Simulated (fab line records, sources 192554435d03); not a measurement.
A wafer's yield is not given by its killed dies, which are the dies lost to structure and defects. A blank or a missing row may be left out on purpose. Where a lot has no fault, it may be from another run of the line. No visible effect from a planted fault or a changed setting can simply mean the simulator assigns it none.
Which tool was responsible? | flow n5-finfet | 7 lots with 21 wafers sampled at 6 steps, on a route of 1938 steps

## WHAT EACH GAUGE READ, for each wafer
N5_BEOL_M5_CD_MEAS_18: pitch 56 nm, target cd 28 nm.
lot  | measured     | on        | cd-nm (nm)
L422 | day 8 19:21  | cd-sem-01 | 28.3 28.5 28.5
L424 | day 9 18:35  | cd-sem-03 | 28.4 29.1 28.5
L433 | day 11 19:13 | cd-sem-02 | - - -
L435 | day 12 04:43 | cd-sem-02 | - - -
L438 | day 12 23:17 | cd-sem-01 | 27.8 28.4 27.9
L441 | day 13 03:59 | cd-sem-02 | 28.4 28.4 28.1
L443 | day 14 00:44 | cd-sem-03 | 28.2 27.6 28.6

## EACH LOT AND THE TOOL THAT RAN IT (in order: tool; ch and the chambers of the sampled wafers; start)
lot  | N5_BEOL_M4_ANNEAL_49         | N5_BEOL_M4_ANNEAL_89         | N5_BEOL_M5_CURE_79            | N5_BEOL_M5_HM_DEP_02         | N5_BEOL_M5_HM_OPEN_17
L422 | pvd-sputter-03, day 8 11:50  | pvd-sputter-03, day 8 12:43  | uv-cure-02 ch 2, day 8 16:01  | pvd-sputter-01, day 8 18:16  | rie-metal-01 ch 0,1, day 8 19:11
L424 | pvd-sputter-01, day 9 09:50  | pvd-sputter-01, day 9 10:43  | uv-cure-02 ch 1, day 9 15:00  | pvd-sputter-01, day 9 17:31  | rie-metal-01 ch 0,1, day 9 18:24
L433 | pvd-sputter-03, day 11 11:20 | pvd-sputter-03, day 11 12:13 | uv-cure-02 ch 1, day 11 15:16 | pvd-sputter-03, day 11 18:07 | rie-metal-03 ch 0, day 11 19:02
L435 | pvd-sputter-03, day 11 22:32 | pvd-sputter-03, day 11 23:25 | uv-cure-01 ch 1, day 12 02:23 | pvd-sputter-02, day 12 03:38 | rie-metal-02 ch 0,1, day 12 04:31
L438 | pvd-sputter-03, day 12 15:35 | pvd-sputter-03, day 12 16:28 | uv-cure-01 ch 0, day 12 19:34 | pvd-sputter-03, day 12 22:11 | rie-metal-01 ch 0, day 12 23:07
L441 | pvd-sputter-01, day 12 21:19 | pvd-sputter-01, day 12 22:11 | uv-cure-02 ch 1, day 13 01:11 | pvd-sputter-03, day 13 02:55 | rie-metal-03 ch 0,1, day 13 03:48
L443 | pvd-sputter-01, day 13 18:43 | pvd-sputter-01, day 13 19:36 | uv-cure-01 ch 2, day 13 22:38 | pvd-sputter-03, day 13 23:37 | rie-metal-01 ch 0,1, day 14 00:23
- N5_BEOL_M4_ANNEAL_49: time 240 s.
- N5_BEOL_M4_ANNEAL_89: time 240 s.
- N5_BEOL_M5_CURE_79: cures SiCOH lowk, time 240 s.
- N5_BEOL_M5_HM_DEP_02: deposits TiN, target thk 20 nm.
- N5_BEOL_M5_HM_OPEN_17: chemistry Cl2/BCl3, target TiN, target depth 20 nm, overetch 6 nm.

## THE ANSWER, worked out from the rows above alone
Rule: the lots themselves supply what counts as usual. Put in order of their means at a reading, lots are off if they are a third of the lots or fewer, leave a main group of 4 or more, and stand apart from it by a gap of 3 or more times the standard deviation of the main group's means; of several such gaps the widest counts. The tables above print the reading to a certain number of digits; a main group whose means all agree to those digits is not used. Also off: a lot with no number at a reading for which 4 or more lots have one. Where the step has rows for the other lots, those lots are counted as sound.
Off: L433, L435, at N5_BEOL_M5_CD_MEAS_18 (cd-nm). Without a number there: L433, L435. For the main group the mean is 28.3 nm and the standard deviation 0.22.
If a tool, at a process step before that reading, ran all the lots that are off and no sound lot after the first of them, it fits. The gauges at N5_BEOL_M5_CD_MEAS_18 are tried like those tools. Of those tried, none fits.

## WHAT THE SIMULATOR PUT IN
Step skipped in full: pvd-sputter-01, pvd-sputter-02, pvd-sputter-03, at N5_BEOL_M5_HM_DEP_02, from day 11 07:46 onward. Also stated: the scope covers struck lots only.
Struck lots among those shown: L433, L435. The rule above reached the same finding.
